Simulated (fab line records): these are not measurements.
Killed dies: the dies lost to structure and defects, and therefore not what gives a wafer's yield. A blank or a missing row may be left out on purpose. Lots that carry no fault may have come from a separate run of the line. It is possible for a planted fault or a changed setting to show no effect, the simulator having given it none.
Which of the tools did it?	flow n5_finfet	11 lots with 32 wafers sampled at 4 steps, on a route of 1938 steps

== WHAT THE GAUGES SHOWED, per wafer ==
N5_BEOL_M10_INSPECT_58: inspects for defects (darkfield). Usual: raw_defect_count 71, standard deviation 19.
lot	measured	on	raw_defect_count	flag
L306	day 10 01:42	defect_inspect-02	44 48 81	
L307	day 10 16:56	defect_inspect-02	87 58 71	
L309	day 10 22:10	defect_inspect-01	37 45 71	
L308	day 11 15:58	defect_inspect-01	89 80 86	
L311	day 12 07:42	defect_inspect-02	44 58 85	
L314	day 13 01:32	defect_inspect-01	61 73	
L323	day 15 04:43	defect_inspect-02	73 59 80	
L325	day 15 14:39	defect_inspect-01	135 95 109	
L326	day 15 18:07	defect_inspect-01	74 66 67	
L327	day 16 07:40	defect_inspect-02	89 64 66	
L328	day 16 11:28	defect_inspect-02	58 43 61	

== EACH LOT AND THE TOOL THAT RAN IT (in order: tool; ch and the chambers of the sampled wafers; start) ==
lot	N5_BEOL_M10_ETCH_65	N5_BEOL_M10_SURFACE_TREAT_76	N5_BEOL_M10_CVD_75
L306	rie_diel-01 ch 0,1, day 9 22:55	pvd_sputter-03, day 10 00:31	cvd_co-02 ch 0,1,2, day 10 00:34
L307	rie_diel-01 ch 0,3, day 10 14:06	pvd_sputter-03, day 10 15:41	cvd_co-01 ch 0,2, day 10 15:45
L309	rie_diel-01 ch 2,3, day 10 17:44	pvd_sputter-01, day 10 20:54	cvd_co-01 ch 0,1, day 10 20:58
L308	rie_diel-04 ch 1,2,3, day 11 12:08	pvd_sputter-02, day 11 14:04	cvd_co-02 ch 0,1,2, day 11 14:19
L311	rie_diel-06 ch 0,2, day 12 04:29	pvd_sputter-03, day 12 06:19	cvd_co-01 ch 0,1,2, day 12 06:26
L314	rie_diel-01 ch 0,2, day 12 22:11	pvd_sputter-03, day 13 00:18	cvd_co-02 ch 0, day 13 00:24
L323	rie_diel-01 ch 0,3, day 15 01:41	pvd_sputter-03, day 15 03:16	cvd_co-01 ch 0,2, day 15 03:23
L325	rie_diel-04 ch 1,2, day 15 10:12	pvd_sputter-03, day 15 13:10	cvd_co-02 ch 0,1,2, day 15 13:15
L326	rie_diel-04 ch 0,2,3, day 15 15:00	pvd_sputter-03, day 15 16:33	cvd_co-01 ch 2, day 15 16:39
L327	rie_diel-01 ch 0,2,3, day 16 03:57	pvd_sputter-03, day 16 06:11	cvd_co-02 ch 0,1,2, day 16 06:16
L328	rie_diel-01 ch 0,1,2, day 16 08:25	pvd_sputter-02, day 16 10:08	cvd_co-01 ch 0,2, day 16 10:11
- N5_BEOL_M10_ETCH_65: etches SiARC in CF4, target depth 39 nm, time 65 s.
- N5_BEOL_M10_SURFACE_TREAT_76
- N5_BEOL_M10_CVD_75: deposits Co from CCTBA/H2, target thk 2 nm, time 138.9 s.

== AS READ BY THE TOOLS THEMSELVES (means over the sampled wafers that have a number; for cases with no such wafer, the mark the record gives instead) ==
N5_BEOL_M10_ETCH_65. Usual: drypump_motor_current_A 5.6 A, standard deviation 0.42; etch_rf_on_time_s 64.1 s, standard deviation 1.7; oes_product_au 0.70 a.u., standard deviation 0.067; rf_vpp_V 184.0 V, standard deviation 1.3; showerhead_plenum_p_Torr 2.13 Torr, standard deviation 0.065; throttle_valve_pct 15.50 %, standard deviation 0.14.
lot	tool	drypump_motor_current_A (A)	etch_rf_on_time_s (s)	oes_product_au (a.u.)	rf_vpp_V (V)	showerhead_plenum_p_Torr (Torr)	throttle_valve_pct (%)	flag
L306	rie_diel-01	5.3	63.2	0.63	184.5	2.15	15.81	
L307	rie_diel-01	5.8	63.2	0.80	184.6	2.14	15.30	
L309	rie_diel-01	5.8	64.3	0.76	182.4	2.09	15.34	
L308	rie_diel-04	5.7	65.1	0.68	182.4	2.13	15.54	
L311	rie_diel-06	5.6	61.9	0.68	184.4	2.17	15.53	
L314	rie_diel-01	5.4	64.8	0.68	183.6	2.15	15.50	
L323	rie_diel-01	5.8	64.2	0.73	183.8	2.13	15.38	
L325	rie_diel-04	5.9	66.2	0.62	183.8	2.13	15.55	
L326	rie_diel-04	5.7	66.1	0.62	183.2	2.07	15.61	
L327	rie_diel-01	5.6	63.3	0.70	183.7	2.12	15.47	
L328	rie_diel-01	5.3	64.5	0.68	184.3	2.12	15.56	

N5_BEOL_M10_CVD_75. Usual: run_length_s 161.5 s, standard deviation 0.4.
lot	tool	run_length_s (s)	flag
L306	cvd_co-02	161.4	
L307	cvd_co-01	161.3	
L309	cvd_co-01	161.5	
L308	cvd_co-02	161.3	
L311	cvd_co-01	161.6	
L314	cvd_co-02	141.7	OFF
L323	cvd_co-01	161.7	
L325	cvd_co-02	161.5	
L326	cvd_co-01	161.7	
L327	cvd_co-02	161.6	
L328	cvd_co-01	161.6	

== THE ANSWER, worked out from the rows above alone ==
Rule: a lot is off if the mean of its wafers that have a number lies more than 3 standard deviations from the usual mean. Also off: a lot with no number at a reading for which 4 or more lots have one. All remaining lots with rows at the step are treated as sound. Order of review: gauges by route order, followed by the tools' own readings, for which a lot's mean as printed above is used. At the first step where some lot is off, the reading lying furthest off is the one used; lots without a number count as furthest.
Off: L314 (N5_BEOL_M10_CVD_75, run_length_s).
A tool fits if, at that step or a process step before it, it ran every lot that is off, and no sound lot after the first of them. No candidate that was tried fits.

== WHAT WAS PUT IN BY THE SIMULATOR ==
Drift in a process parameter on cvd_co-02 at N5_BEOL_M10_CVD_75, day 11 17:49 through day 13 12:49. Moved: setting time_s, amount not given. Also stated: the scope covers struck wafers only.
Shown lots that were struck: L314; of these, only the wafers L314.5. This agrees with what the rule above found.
